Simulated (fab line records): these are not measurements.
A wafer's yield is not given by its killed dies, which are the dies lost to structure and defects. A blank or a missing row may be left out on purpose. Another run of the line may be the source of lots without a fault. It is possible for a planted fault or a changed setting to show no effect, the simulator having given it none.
Chamber matching | flow nand-harc | ald-metal-02 running NHARC_P_CONTACT_ALD_22: 4 sister chambers
The step deposits TiN, target thk 3 nm, pulse time 1 s, ald cycles 150. 14 wafers are shown with their chamber, then 7 later ones without.

WAFERS, EACH WITH ITS CHAMBER
wafer  | chamber | heater-power-w (W) | precursor-pulse-height-rel
L076.1 | 3       | 950                | 1.024
L076.4 | 1       | 1109               | 1.013
L076.5 | 1       | 1110               | 0.995
L076.2 | 0       | 844                | 0.965
L076.3 | 2       | 992                | 1.019
L076.6 | 2       | 1026               | 0.968
L080.2 | 0       | 828                | 0.995
L080.5 | 0       | 829                | 1.038
L080.6 | 1       | 1119               | 1.030
L081.2 | 0       | 831                | 1.018
L081.4 | 3       | 955                | 0.980
L081.6 | 2       | 1013               | 1.014
L091.2 | 0       | 921                | 1.002
L091.3 | 2       | 1020               | 1.007

SIGNATURES, as means of the wafers listed above
reading                    | chamber 0 | chamber 1 | chamber 2 | chamber 3 | scatter within a chamber
heater-power-w             | 850.60    | 1112.67   | 1012.75   | 952.50    | 26.6
precursor-pulse-height-rel | 1.00360   | 1.01267   | 1.00200   | 1.00200   | 0.0248
Rule: a wafer lies at a distance from a chamber equal to the root of the sum of squares, over the readings, of (its reading less the chamber's mean, divided by the reading's scatter). The wafer belongs to the nearest chamber; if the next one is less than 2 further off, it can't be placed. The scatter is the square root of a quotient: the sum, over the shown wafers, of each reading's squared deviation from its chamber's mean, divided by wafers minus chambers.

WAFERS MISSING THEIR CHAMBER
wafer  | heater-power-w (W) | precursor-pulse-height-rel
L091.6 | 934                | 0.978
L093.2 | 1075               | 0.985
L093.3 | 1018               | 1.012
L093.5 | 1098               | 1.021
L097.2 | 1027               | 0.964
L097.5 | 999                | 1.000
L097.6 | 889                | 1.000

THE CHAMBER EACH PASSED THROUGH
wafer  | from the rows above     | in truth
L091.6 | can't be placed: 3 or 2 | 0
L093.2 | can't be placed: 1 or 2 | 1
L093.3 | 2                       | 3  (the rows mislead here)
L093.5 | 1                       | 1
L097.2 | can't be placed: 2 or 3 | 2
L097.5 | can't be placed: 2 or 3 | 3
L097.6 | can't be placed: 0 or 3 | 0
1 of 7 placed correctly. Unplaceable from these rows: 5, with the true chamber sitting among the candidates in 4. Placed wrongly: 1.
